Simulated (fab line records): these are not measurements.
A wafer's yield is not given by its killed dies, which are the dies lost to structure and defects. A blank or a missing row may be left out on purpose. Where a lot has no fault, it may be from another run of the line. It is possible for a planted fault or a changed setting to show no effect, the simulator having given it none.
fab line records -- flow n5-finfet
record lots=6, wafers=17, last-day=15
route steps=1938 shown BEOL_M10@1530 BEOL_M11@1536
lots that met no fault: taken from a fault-free run of the same line
start-h: the number of hours between the record's first day and the start of the first shown wafer of the lot -- wait-h: time in hours since the lot's previous step -- " unchanged from the row above -- L1.1+2: a row that stands for several wafers -- - no value present, or no start provided -- * or withheld: withheld -- < > ~ a bound
route shown NAME@n: a module of which the file shows steps, and the number in the route of the first -- usual: average and standard deviation across the fault-free wafers -- same: alike in all rows -- chamber/n: place in a boat -- sites: per-site readings -- _std_site: their standard deviation -- _edge_site: inner sites' mean taken away from outer sites' mean -- radius-mm: how far each site lies from the wafer's centre -- mask NAME#n: copy n -- behind: the most recent tool/chamber to have shaped the wafer -- hold: cause of the lot's hold/its duration in hours/its outcome -- device: the transistor (n, p or np) that didn't switch -- end of line: the same wafers' tests at the end of the route -- for a step that has no rows: nothing shown but its recipe -- killed: count of dies lost to structure and defects at first sort (not the wafer's yield) -- map: dies across one wafer; x = killed, . = not, _ = none there
set.NAME: the setting that was run; set.NAME@STEP: the one run at that earlier step -- model.NAME: the simulator's own value behind a step, which no gauge read
certain route steps with their lots: each step a table, each wafer a row
services: the hour from which a tool's chamber was out of use, counted from the record's first day as start-h (under 0 if before that day), plus the number of hours and why
## steps
# step N5_BEOL_M10_CMP_52
# recipe stop-on=SiCOH_lowk, t-overpolish-s=7, down-force-psi=1, platen-rpm=50, clearing-platen-down-force-psi=1.5, clearing-platen-rpm=50, post-cmp-clean=cu-alkaline, target-thk-nm=140, clearing-platen-pad-velocity-m-s=0.99484, pad-velocity-m-s=0.99484
# usual barrier-field-endpoint-s=28.9/0.67, motor-current-A=5.9/0.52, overpolish-run-s=7.002/0.0097, platen-rpm=50.00/0.037, time-to-endpoint-s=67/3.4
lot.wafer,tool,chamber,start-h,wait-h,barrier-field-endpoint-s,motor-current-A,overpolish-run-s,platen-rpm,time-to-endpoint-s
L425.1,cmp-03,2,219.61,0.3,29.3,6.6,6.997,50.03,69
L425.3,cmp-03,0,219.61,0.3,28.3,5.3,6.989,49.97,68
L425.6,cmp-03,2,219.61,0.3,29.7,6.2,6.993,50.01,68
L427.3,cmp-02,3,232.98,0.2,29.5,6.2,6.992,49.98,70
L427.2,cmp-02,2,232.98,0.2,28.6,5.7,7.028,50.08,67
L427.5,cmp-02,0,232.98,0.2,28.3,5.3,7.008,49.99,63
L432.4,cmp-01,3,276.28,0.1,28.3,6.7,7.014,49.99,66
L432.6,cmp-01,3,276.28,0.1,28.9,6.6,7.000,50.06,65
L433.3,cmp-02,3,286.46,0.3,28.2,6.7,7.025,49.95,64
L433.6,cmp-02,0,286.46,0.3,28.3,5.3,6.995,49.99,59
L433.5,cmp-02,1,286.46,0.3,30.2,5.3,7.003,49.98,70
L439.4,cmp-03,3,306.83,0.2,27.9,5.9,6.995,50.02,64
L439.3,cmp-03,0,306.83,0.2,28.2,5.2,7.020,50.05,63
L439.2,cmp-03,1,306.83,0.2,27.4,6.7,7.003,49.97,61
L437.3,cmp-02,0,307.36,0.2,27.9,5.0,6.982,50.02,59
L437.1,cmp-02,1,307.36,0.2,29.7,5.2,7.004,50.01,65
L437.5,cmp-02,0,307.36,0.2,27.5,5.1,7.006,50.02,55
# step N5_BEOL_M10_THK_MEAS_53
# recipe thk-meas-gauge=xrf, reads=Cu_of_BEOL_M10_ECD_50
# usual M10_THK=143/3
lot.wafer,tool,chamber,start-h,wait-h,M10_THK[nm]
L425.1,film-metro-01,-,219.96,-,146
L425.3,film-metro-01,-,219.96,-,140
L425.6,film-metro-01,-,219.96,-,141
L427.2,film-metro-01,-,233.27,-,141
L427.3,film-metro-01,-,233.27,-,138
L427.5,film-metro-01,-,233.27,-,137
L432.4,film-metro-02,-,276.58,-,142
L432.6,film-metro-02,-,276.58,-,142
L433.3,film-metro-02,-,286.64,-,144
L433.5,film-metro-02,-,286.64,-,143
L433.6,film-metro-02,-,286.64,-,141
L439.2,film-metro-01,-,307.09,-,145
L439.3,film-metro-01,-,307.09,-,144
L439.4,film-metro-01,-,307.09,-,141
L437.1,film-metro-02,-,307.65,-,143
L437.3,film-metro-02,-,307.65,-,138
L437.5,film-metro-02,-,307.65,-,142
# step N5_BEOL_M10_PRE_CLEAN_55
# recipe gas=NH3, time-s=15, temp-c=withheld, rf-power-w=300
# step N5_BEOL_M10_DEP_56
# recipe material=SiCN, target-thk-a=150, temp-c=withheld, precursor=3MS/NH3, pressure-torr=3, rf-w=202, time-s=26.5
# step N5_BEOL_M10_RS_MEAS_57
# recipe thk-meas-gauge=four-point-probe, reads=Cu_of_BEOL_M10_ECD_50+Co_of_BEOL_M10_CVD_75+TaN_of_BEOL_M10_ALD_74
# usual M10_RS=0.151/0.0035
lot.wafer,tool,chamber,start-h,wait-h,M10_RS[ohm/sq]
L425.1,film-metro-01,-,220.09,0.1,0.148
L425.3,film-metro-01,-,220.09,0.1,0.154
L425.6,film-metro-01,-,220.09,0.1,0.153
L427.2,film-metro-01,-,233.41,0.1,0.153
L427.3,film-metro-01,-,233.41,0.1,0.156
L427.5,film-metro-01,-,233.41,0.1,0.157
L432.4,film-metro-02,-,276.72,0.0,0.151
L432.6,film-metro-02,-,276.72,0.0,0.152
L433.3,film-metro-01,-,286.77,0.1,0.151
L433.5,film-metro-01,-,286.77,0.1,0.152
L433.6,film-metro-01,-,286.77,0.1,0.155
L439.2,film-metro-01,-,307.22,0.1,0.151
L439.3,film-metro-01,-,307.22,0.1,0.151
L439.4,film-metro-01,-,307.22,0.1,0.155
L437.1,film-metro-01,-,307.79,0.1,0.152
L437.3,film-metro-01,-,307.79,0.1,0.159
L437.5,film-metro-01,-,307.79,0.1,0.154
# step N5_BEOL_M10_INSPECT_58
# recipe inspect-instrument=darkfield, mode=post-dep
# usual raw-defect-count=73/24
lot.wafer,tool,chamber,start-h,wait-h,raw-defect-count
L425.1,defect-inspect-01,-,220.12,0.0,91
L425.3,defect-inspect-01,-,220.12,0.0,68
L425.6,defect-inspect-01,-,220.12,0.0,38
L427.2,defect-inspect-01,-,233.43,0.0,58
L427.3,defect-inspect-01,-,233.43,0.0,91
L427.5,defect-inspect-01,-,233.43,0.0,51
L432.4,defect-inspect-02,-,276.74,0.0,136
L432.6,defect-inspect-02,-,276.74,0.0,108
L433.3,defect-inspect-01,-,286.80,0.0,76
L433.5,defect-inspect-01,-,286.80,0.0,57
L433.6,defect-inspect-01,-,286.80,0.0,44
L439.2,defect-inspect-02,-,307.25,0.0,93
L439.3,defect-inspect-02,-,307.25,0.0,65
L439.4,defect-inspect-02,-,307.25,0.0,83
L437.1,defect-inspect-01,-,307.81,0.0,69
L437.3,defect-inspect-01,-,307.81,0.0,49
L437.5,defect-inspect-01,-,307.81,0.0,31
# step N5_BEOL_M11_ILD_DEP_00
# recipe material=SiCOH_lowk, target-thk-a=3085.1, temp-c=300, precursor=DEMS/porogen, pressure-torr=5, rf-w=500, time-s=58
# usual heater-power-w=295/76, showerhead-plenum-p-Torr=5.743/0.019, throttle-valve-pct=14.0/0.53
lot.wafer,tool,chamber,start-h,wait-h,heater-power-w,showerhead-plenum-p-Torr,throttle-valve-pct
L425.1,pecvd-04,2,220.16,0.0,387,5.765,12.8
L425.3,pecvd-04,0,220.16,0.0,393,5.738,13.2
L425.6,pecvd-04,0,220.16,0.0,411,5.741,13.3
L427.2,pecvd-03,1,233.47,0.0,358,5.748,14.3
L427.3,pecvd-03,0,233.47,0.0,219,5.710,14.2
L427.5,pecvd-03,1,233.47,0.0,363,5.751,14.5
L432.4,pecvd-04,0,276.81,0.1,377,5.743,13.3
L432.6,pecvd-04,2,276.81,0.1,405,5.767,13.1
L433.3,pecvd-03,0,286.83,0.0,244,5.711,14.7
L433.5,pecvd-03,0,286.83,0.0,182,5.702,14.5
L433.6,pecvd-03,2,286.83,0.0,226,5.715,14.3
L439.2,pecvd-02,0,307.29,0.0,349,5.784,13.5
L439.3,pecvd-02,2,307.29,0.0,249,5.750,13.7
L439.4,pecvd-02,1,307.29,0.0,255,5.723,13.9
L437.1,pecvd-02,0,307.85,0.0,353,5.765,13.7
L437.3,pecvd-02,2,307.85,0.0,216,5.737,13.8
L437.5,pecvd-02,1,307.85,0.0,241,5.740,14.3
# step N5_BEOL_M11_CURE_71
# recipe temp-c=385, time-s=240, ambient=He/Ar, material=SiCOH_lowk
# step N5_BEOL_M11_THK_MEAS_01
# recipe reads=SiCOH_lowk_of_BEOL_M11_ILD_DEP_00
# usual M11_ILD_THK=269/3.4
lot.wafer,tool,chamber,start-h,wait-h,M11_ILD_THK[nm]
L425.1,film-metro-02,-,220.75,0.4,262
L425.3,film-metro-02,-,220.75,0.4,264
L425.6,film-metro-02,-,220.75,0.4,270
L427.2,film-metro-01,-,234.06,0.4,268
L427.3,film-metro-01,-,234.06,0.4,265
L427.5,film-metro-01,-,234.06,0.4,270
L432.4,film-metro-02,-,277.37,0.2,275
L432.6,film-metro-02,-,277.37,0.2,268
L433.3,film-metro-01,-,287.44,0.3,260
L433.5,film-metro-01,-,287.44,0.3,265
L433.6,film-metro-01,-,287.44,0.3,272
L439.2,film-metro-02,-,307.88,0.4,265
L439.3,film-metro-02,-,307.88,0.4,267
L439.4,film-metro-02,-,307.88,0.4,273
L437.1,film-metro-01,-,308.44,0.4,269
L437.3,film-metro-01,-,308.44,0.4,270
L437.5,film-metro-01,-,308.44,0.4,275
# step N5_BEOL_M11_PECVD_70
# recipe material=SiO2, target-thk-a=200, temp-c=400, precursor=TEOS/O2, pressure-torr=5.5, rf-w=450, teos-flow-sccm=53.8, gas=O2, flow-sccm=3000, time-s=22.7
# usual heater-power-w=727/130, showerhead-plenum-p-Torr=8.80/0.068, throttle-valve-pct=22.6/0.94
lot.wafer,tool,chamber,start-h,wait-h,heater-power-w,showerhead-plenum-p-Torr,throttle-valve-pct
L425.1,pecvd-02,2,220.78,0.0,594,8.80,21.7
L425.3,pecvd-02,0,220.78,0.0,703,8.90,21.8
L425.6,pecvd-02,1,220.78,0.0,675,8.83,22.8
L427.2,pecvd-04,2,234.10,0.0,734,8.88,21.2
L427.3,pecvd-04,0,234.10,0.0,881,8.80,21.4
L427.5,pecvd-04,1,234.10,0.0,806,8.78,23.7
L432.4,pecvd-04,1,277.43,0.1,860,8.74,23.7
L432.6,pecvd-04,2,277.43,0.1,875,8.87,20.9
L433.3,pecvd-04,2,287.47,0.0,746,8.86,21.2
L433.5,pecvd-04,0,287.47,0.0,856,8.78,21.4
L433.6,pecvd-04,2,287.47,0.0,736,8.86,21.1
L439.2,pecvd-04,1,307.91,0.0,896,8.75,23.6
L439.3,pecvd-04,0,307.91,0.0,791,8.81,21.5
L439.4,pecvd-04,0,307.91,0.0,818,8.80,21.7
L437.1,pecvd-02,0,308.48,0.0,859,8.93,21.8
L437.3,pecvd-02,2,308.48,0.0,618,8.82,21.9
L437.5,pecvd-02,2,308.48,0.0,612,8.79,21.7
# step N5_BEOL_M11_HM_DEP_02
# recipe material=TiN, target-thk-a=200, temp-c=25, chamber-pressure-pa=0.49996
# usual throttle-valve-pct=30.3/1.3
lot.wafer,tool,chamber,start-h,wait-h,throttle-valve-pct
L425.1,pvd-sputter-03,-,221.47,0.7,30.3
L425.3,pvd-sputter-03,-,221.47,0.7,28.6
L425.6,pvd-sputter-03,-,221.47,0.7,32.6
L427.2,pvd-sputter-01,-,235.52,1.4,28.9
L427.3,pvd-sputter-01,-,235.52,1.4,30.1
L427.5,pvd-sputter-01,-,235.52,1.4,31.1
L432.4,pvd-sputter-01,-,278.49,1.0,31.4
L432.6,pvd-sputter-01,-,278.49,1.0,31.1
L433.3,pvd-sputter-02,-,288.22,0.7,31.2
L433.5,pvd-sputter-02,-,288.22,0.7,30.8
L433.6,pvd-sputter-02,-,288.22,0.7,27.8
L439.2,pvd-sputter-01,-,308.53,0.6,31.3
L439.3,pvd-sputter-01,-,308.53,0.6,30.0
L439.4,pvd-sputter-01,-,308.53,0.6,29.1
L437.1,pvd-sputter-03,-,309.02,0.5,32.5
L437.3,pvd-sputter-03,-,309.02,0.5,30.2
L437.5,pvd-sputter-03,-,309.02,0.5,29.7
# step N5_BEOL_M11_COAT_59
# recipe resist=SOC, temp-c=250, time-s=60, spin-rpm=1500, resist-thk-nm=100
# step N5_BEOL_M11_COAT_60
# recipe resist=SiARC, temp-c=220, time-s=60, spin-rpm=1500, resist-thk-nm=30
# usual exhaust-pa=45.0/0.89, plate-temp-C=219.98/0.18, spin-speed-rpm=1500.0/1
lot.wafer,tool,chamber,start-h,wait-h,exhaust-pa,plate-temp-C,spin-speed-rpm,model.SiARC_of_BEOL_M11_COAT_60.thk-nm
L425.1,litho-track-04,0,221.60,-,45.6,219.93,1499.6,30.2
L425.3,litho-track-04,0,221.60,-,45.3,219.86,1500.1,30
L425.6,litho-track-04,0,221.60,-,44.5,219.76,1499.8,30.2
L427.2,litho-track-03,0,235.65,-,46.7,220.23,1499.0,30
L427.3,litho-track-03,0,235.65,-,45.1,220.16,1499.4,30
L427.5,litho-track-03,0,235.65,-,45.6,220.06,1499.7,30
L432.4,litho-track-03,0,278.62,-,44.9,220.33,1625.1,28.8
L432.6,litho-track-03,0,278.62,-,45.1,220.06,1625.7,28.8
L433.3,litho-track-03,0,288.35,-,45.2,219.96,1624.4,28.8
L433.5,litho-track-03,0,288.35,-,45.1,219.86,1624.2,29
L433.6,litho-track-03,0,288.35,-,44.3,219.81,1625.1,28.8
L439.2,litho-track-04,0,308.66,-,45.2,219.89,1502.7,30
L439.3,litho-track-04,0,308.66,-,45.9,220.06,1501.1,30
L439.4,litho-track-04,0,308.66,-,45.5,220.10,1502.1,30
L437.1,litho-track-05,0,309.15,-,44.8,220.20,1498.9,29.8
L437.3,litho-track-05,0,309.15,-,43.1,220.00,1499.6,30
L437.5,litho-track-05,0,309.15,-,43.5,220.18,1499.2,30
# step N5_BEOL_M11_COAT_05
# recipe resist=CAR-ArF, spin-rpm=1500, resist-thk-nm=90
# step N5_BEOL_M11_EBR_07
# recipe solvent=PGMEA, ebr-width-mm=1.5
# step N5_BEOL_M11_SOFTBAKE_06
# recipe temp-c=110, time-s=60, resist=CAR-ArF
# step N5_BEOL_M11_EXPOSE_08
# recipe mask-id=M11, na=1.35, source-shape=dipole, sigma-inner=0.411, sigma-outer=0.611, polarization=te, dose-mj=53.75
# step N5_BEOL_M11_PEB_09
# recipe peb-temp-c=withheld, peb-time-s=60, resist=CAR-ArF
# step N5_BEOL_M11_DEVELOP_10
# recipe develop-time-s=30, developer=TMAH, resist=CAR-ArF, rinse-liquid=diw, dry=air-spin, dev-temp-c=23
# step N5_BEOL_M11_CD_MEAS_11
# recipe target-cd-nm=64.1, landing-energy-ev=500, detector=se-inlens, polarity=opening
# usual cd-nm=64.2/0.6
lot.wafer,tool,chamber,start-h,wait-h,cd-nm
L425.1,cd-sem-02,0,221.97,-,64.5
L425.3,cd-sem-02,0,221.97,-,64.5
L425.6,cd-sem-02,0,221.97,-,65.1
L427.2,cd-sem-02,0,236.02,-,64.5
L427.3,cd-sem-02,0,236.02,-,65.5
L427.5,cd-sem-02,0,236.02,-,64.8
L432.4,cd-sem-02,0,278.87,-,63.8
L432.6,cd-sem-02,0,278.87,-,64.8
L433.3,cd-sem-02,0,288.59,-,64.3
L433.5,cd-sem-02,0,288.59,-,64.2
L433.6,cd-sem-02,0,288.59,-,63.2
L439.2,cd-sem-03,0,309.02,-,64.4
L439.3,cd-sem-03,0,309.02,-,64.5
L439.4,cd-sem-03,0,309.02,-,64.1
L437.1,cd-sem-02,0,309.39,-,65.1
L437.3,cd-sem-02,0,309.39,-,64.1
L437.5,cd-sem-02,0,309.39,-,65.2
# step N5_BEOL_M11_OVL_MEAS_12
# recipe points-per-wafer=44
# usual M11_OVL=-0.2/0.81
lot.wafer,tool,chamber,start-h,wait-h,M11_OVL[nm]
L425.1,overlay-02,0,222.00,0.0,0.1
L425.3,overlay-02,0,222.00,0.0,0.7
L425.6,overlay-02,0,222.00,0.0,0.0
L427.2,overlay-02,0,236.05,0.0,-1.2
L427.3,overlay-02,0,236.05,0.0,-0.8
L427.5,overlay-02,0,236.05,0.0,0.0
L432.4,overlay-01,0,278.90,0.0,-0.9
L432.6,overlay-01,0,278.90,0.0,-0.9
L433.3,overlay-01,0,288.62,0.0,-0.5
L433.5,overlay-01,0,288.62,0.0,-1.1
L433.6,overlay-01,0,288.62,0.0,-0.2
L439.2,overlay-01,0,309.05,0.0,0.0
L439.3,overlay-01,0,309.05,0.0,0.7
L439.4,overlay-01,0,309.05,0.0,0.2
L437.1,overlay-01,0,309.42,0.0,1.1
L437.3,overlay-01,0,309.42,0.0,0.7
L437.5,overlay-01,0,309.42,0.0,0.2
# step N5_BEOL_M11_INSPECT_13
# recipe mode=adi, inspect-instrument=brightfield
# usual raw-defect-count=404/100
lot.wafer,tool,chamber,start-h,wait-h,raw-defect-count
L425.1,defect-inspect-02,-,222.02,0.0,424
L425.3,defect-inspect-02,-,222.02,0.0,430
L425.6,defect-inspect-02,-,222.02,0.0,598
L427.2,defect-inspect-02,-,236.07,0.0,349
L427.3,defect-inspect-02,-,236.07,0.0,347
L427.5,defect-inspect-02,-,236.07,0.0,352
L432.4,defect-inspect-01,-,278.92,0.0,556
L432.6,defect-inspect-01,-,278.92,0.0,568
L433.3,defect-inspect-01,-,288.64,0.0,298
L433.5,defect-inspect-01,-,288.64,0.0,385
L433.6,defect-inspect-01,-,288.64,0.0,297
L439.2,defect-inspect-01,-,309.08,0.0,389
L439.3,defect-inspect-01,-,309.08,0.0,330
L439.4,defect-inspect-01,-,309.08,0.0,299
L437.1,defect-inspect-02,-,309.45,0.0,415
L437.3,defect-inspect-02,-,309.45,0.0,427
L437.5,defect-inspect-02,-,309.45,0.0,322
# step N5_BEOL_M11_DESCUM_16
# recipe chemistry=O2, time-s=7.9, source-power-w=50, bias-power-w=20, pressure-mtorr=20, rf-frequency-hz=2.712e+07, temp-c=40, resist=CAR-ArF, o2-flow-sccm=225
# usual drypump-motor-current-A=5.7/0.55, oes-product-au=0.79/0.091, rf-vpp-V=243.9/1.5, showerhead-plenum-p-Torr=2.14/0.078, throttle-valve-pct=20.41/0.27
lot.wafer,tool,chamber,start-h,wait-h,drypump-motor-current-A,oes-product-au,rf-hours-counter-h,rf-vpp-V,showerhead-plenum-p-Torr,throttle-valve-pct
L425.1,rie-diel-06,3,222.50,0.5,6.5,0.73,169,245.0,2.17,20.28
L425.3,rie-diel-06,1,222.50,0.5,6.6,0.85,51,243.6,2.20,20.01
L425.6,rie-diel-06,1,222.50,0.5,6.6,0.85,-,243.4,2.20,20.01
L427.2,rie-diel-02,3,236.14,0.1,5.5,0.73,169,246.0,2.16,20.56
L427.3,rie-diel-02,0,236.14,0.1,5.2,0.74,174,244.9,2.18,20.85
L427.5,rie-diel-02,1,236.14,0.1,5.7,0.96,-,246.5,2.23,20.67
L432.4,rie-diel-02,2,279.00,0.1,5.0,0.92,30,244.4,2.21,20.00
L432.6,rie-diel-02,1,279.00,0.1,5.7,0.93,-,245.9,2.22,20.67
L433.3,rie-diel-02,3,288.68,0.0,5.5,0.73,181,243.3,2.15,20.58
L433.5,rie-diel-02,0,288.68,0.0,5.2,0.72,-,243.7,2.17,20.88
L433.6,rie-diel-02,3,288.68,0.0,5.5,0.73,-,244.3,2.15,20.61
L439.2,rie-diel-05,1,309.12,0.0,5.7,0.82,85,245.6,2.12,20.56
L439.3,rie-diel-05,3,309.12,0.0,5.6,0.71,203,244.6,2.17,20.31
L439.4,rie-diel-05,1,309.12,0.0,5.7,0.83,-,242.4,2.12,20.56
L437.1,rie-diel-02,1,309.70,0.3,5.6,0.91,36,245.1,2.22,20.68
L437.3,rie-diel-02,3,309.70,0.3,5.5,0.72,187,245.3,2.15,20.60
L437.5,rie-diel-02,1,309.70,0.3,5.7,0.91,-,245.5,2.22,20.70
# step N5_BEOL_M11_ETCH_61
# recipe chemistry=CF4, target=SiARC, target-depth-a=390, mask-material=CAR-ArF, time-s=65, ion-energy-ev=80, pressure-mtorr=40, source-w=545, bias-w=36, Ar_flow_sccm=100, cf4-flow-sccm=100, ends=cleared
# usual drypump-motor-current-A=5.7/0.55, etch-rf-on-time-s=65.1/1.6, oes-product-au=0.67/0.078, rf-vpp-V=184.6/1.1, showerhead-plenum-p-Torr=2.19/0.075, throttle-valve-pct=15.63/0.23
lot.wafer,tool,chamber,start-h,wait-h,drypump-motor-current-A,etch-rf-on-time-s,oes-product-au,rf-hours-counter-h,rf-vpp-V,showerhead-plenum-p-Torr,throttle-valve-pct,model.etch.depth-nm,model.CAR-ArF_of_BEOL_M11_COAT_05.thk-nm
L425.1,rie-diel-06,3,222.53,0.0,6.5,67.9,0.61,169,185.2,2.22,15.50,30.16,55.8
L425.3,rie-diel-06,1,222.53,0.0,6.6,65.6,0.72,51,186.2,2.26,15.28,30.1,55.8
L425.6,rie-diel-06,1,222.53,0.0,6.6,65.8,0.72,-,185.5,2.26,15.30,30.18,55.4
L427.2,rie-diel-02,3,236.18,0.0,5.5,64.3,0.63,169,185.1,2.22,15.87,29.91,55.2
L427.3,rie-diel-02,0,236.18,0.0,5.2,65.2,0.62,174,185.9,2.21,16.02,30.01,55
L427.5,rie-diel-02,1,236.18,0.0,5.6,63.0,0.81,-,184.6,2.26,15.63,30.02,55
L432.4,rie-diel-02,2,279.04,0.0,5.0,63.0,0.77,30,184.7,2.28,15.30,28.87,56.8
L432.6,rie-diel-02,1,279.04,0.0,5.7,60.3,0.79,-,185.7,2.25,15.66,28.87,56.8
L433.3,rie-diel-02,3,288.71,0.0,5.5,63.0,0.62,181,185.3,2.22,15.90,28.83,57
L433.5,rie-diel-02,0,288.71,0.0,5.2,63.6,0.61,-,184.6,2.21,16.03,28.97,56.8
L433.6,rie-diel-02,3,288.71,0.0,5.5,62.8,0.62,-,185.6,2.22,15.91,28.88,57
L439.2,rie-diel-05,1,309.16,0.0,5.7,65.9,0.70,85,185.5,2.16,15.61,29.96,56.2
L439.3,rie-diel-05,3,309.16,0.0,5.6,66.2,0.60,203,185.0,2.21,15.52,30.02,56
L439.4,rie-diel-05,1,309.16,0.0,5.7,66.0,0.69,-,184.4,2.16,15.62,29.97,56.2
L437.1,rie-diel-02,1,309.73,0.0,5.6,63.6,0.78,36,186.9,2.25,15.67,29.88,55.6
L437.3,rie-diel-02,3,309.73,0.0,5.5,65.8,0.62,187,184.8,2.21,15.90,29.93,55.6
L437.5,rie-diel-02,1,309.73,0.0,5.7,63.4,0.78,-,185.5,2.25,15.67,29.94,55.4
# step N5_BEOL_M11_ETCH_62
# recipe chemistry=N2/H2, target=SOC, target-depth-a=1100, overetch-a=220, mask-material=SiARC, temp-c=40, time-s=165, ion-energy-ev=200, pressure-mtorr=30, source-w=840, bias-w=150, n2-flow-sccm=200, h2-flow-sccm=200
# usual drypump-motor-current-A=5.7/0.56, oes-product-au=0.67/0.07, rf-vpp-V=525.6/2.5, showerhead-plenum-p-Torr=2.61/0.097, throttle-valve-pct=17.86/0.27
lot.wafer,tool,chamber,start-h,wait-h,drypump-motor-current-A,oes-product-au,rf-hours-counter-h,rf-vpp-V,showerhead-plenum-p-Torr,throttle-valve-pct,model.SiARC_of_BEOL_M11_COAT_60.thk-nm
L425.1,rie-diel-06,3,222.58,0.0,6.5,0.63,169,525.0,2.64,17.77,23.8
L425.3,rie-diel-06,1,222.58,0.0,6.6,0.72,51,527.2,2.70,17.53,23.8
L425.6,rie-diel-06,1,222.58,0.0,6.6,0.72,-,528.3,2.70,17.56,23.8
L427.2,rie-diel-02,3,236.23,0.0,5.5,0.62,169,527.2,2.64,18.05,23.4
L427.3,rie-diel-02,0,236.23,0.0,5.2,0.62,174,526.0,2.63,18.07,23.6
L427.5,rie-diel-02,1,236.23,0.0,5.6,0.79,-,529.3,2.72,18.19,23.2
L432.4,rie-diel-02,2,279.09,0.0,5.0,0.77,30,528.1,2.70,17.38,22.2
L432.6,rie-diel-02,1,279.09,0.0,5.7,0.78,-,528.7,2.71,18.21,22.2
L433.3,rie-diel-02,3,288.76,0.0,5.5,0.61,182,527.4,2.64,18.07,22.4
L433.5,rie-diel-02,0,288.76,0.0,5.2,0.61,-,526.9,2.62,18.08,22.6
L433.6,rie-diel-02,3,288.76,0.0,5.5,0.62,-,527.4,2.64,18.07,22.6
L439.2,rie-diel-05,1,309.21,0.0,5.7,0.69,85,525.4,2.57,17.93,23.6
L439.3,rie-diel-05,3,309.21,0.0,5.6,0.60,203,524.7,2.64,17.79,23.6
L439.4,rie-diel-05,1,309.21,0.0,5.7,0.68,-,525.5,2.57,17.92,23.4
L437.1,rie-diel-02,1,309.78,0.0,5.6,0.77,36,528.2,2.71,18.24,23.2
L437.3,rie-diel-02,3,309.78,0.0,5.5,0.61,187,525.8,2.63,18.08,23.6
L437.5,rie-diel-02,1,309.78,0.0,5.7,0.76,-,527.9,2.71,18.24,23.2
# step N5_BEOL_M11_STRIP_68
# recipe chemistry=N2/H2, temp-c=40, n2-flow-sccm=200, h2-flow-sccm=200, rf-frequency-hz=6e+07
## services
tool,chamber,start-h,hours,kind
rie-diel-06,2,207.73,-,clean
rie-diel-06,2,207.73,-,consumable-replace:focus-ring
rie-diel-06,2,207.73,13.7,scheduled-down
rie-diel-06,2,207.73,13.7,vent-cycle
rie-diel-02,2,209.65,5.9,repair
rie-diel-06,-,213.63,0.3,repair
pecvd-02,2,213.72,5.5,scheduled-down
cmp-03,-,218.25,0.6,repair
cmp-01,-,232.31,3.4,repair
cmp-03,-,235.84,10.2,pm
cmp-02,-,250.35,4.0,pm
cmp-02,-,254.35,-,consumable-replace:conditioner
cmp-02,-,254.35,-,consumable-replace:pad
cmp-02,-,258.64,1.5,repair
pecvd-03,-,258.70,26.5,repair
cmp-03,-,261.17,4.2,repair
pecvd-04,2,266.62,5.5,scheduled-down
litho-track-04,-,269.98,-,consumable-replace:filter
pecvd-02,1,281.52,5.5,scheduled-down
rie-diel-06,2,290.72,8.7,repair
pecvd-04,0,297.54,2.1,scheduled-down
pecvd-02,-,297.64,0.7,repair
rie-diel-05,0,302.92,10.6,repair
## key
first-sign step=N5_BEOL_M11_COAT_60, reading=spin-speed-rpm, direction=up, sigmas=99+, usual=*, struck=*
effect none on later readings
model-effect step=N5_BEOL_M11_COAT_60, value=SiARC_of_BEOL_M11_COAT_60.thk-nm, without=30.04, struck=28.84
model-effect step=N5_BEOL_M11_ETCH_61, value=etch.depth-nm, without=30.06, struck=28.88
model-effect step=N5_BEOL_M11_ETCH_62, value=SiARC_of_BEOL_M11_COAT_60.thk-nm, without=23.56, struck=22.4
met-at N5_BEOL_M11_COAT_60
struck-wafers L432.4,L432.6,L433.3,L433.5,L433.6
onset-between 235.65 278.62
fault kind=process-parameter-drift, tool=litho-track-03, chamber=-, onset-h=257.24, steps=N5_BEOL_M11_COAT_60, channel=spin-rpm, offset=*, shape=step, acts-in=*, stated=*
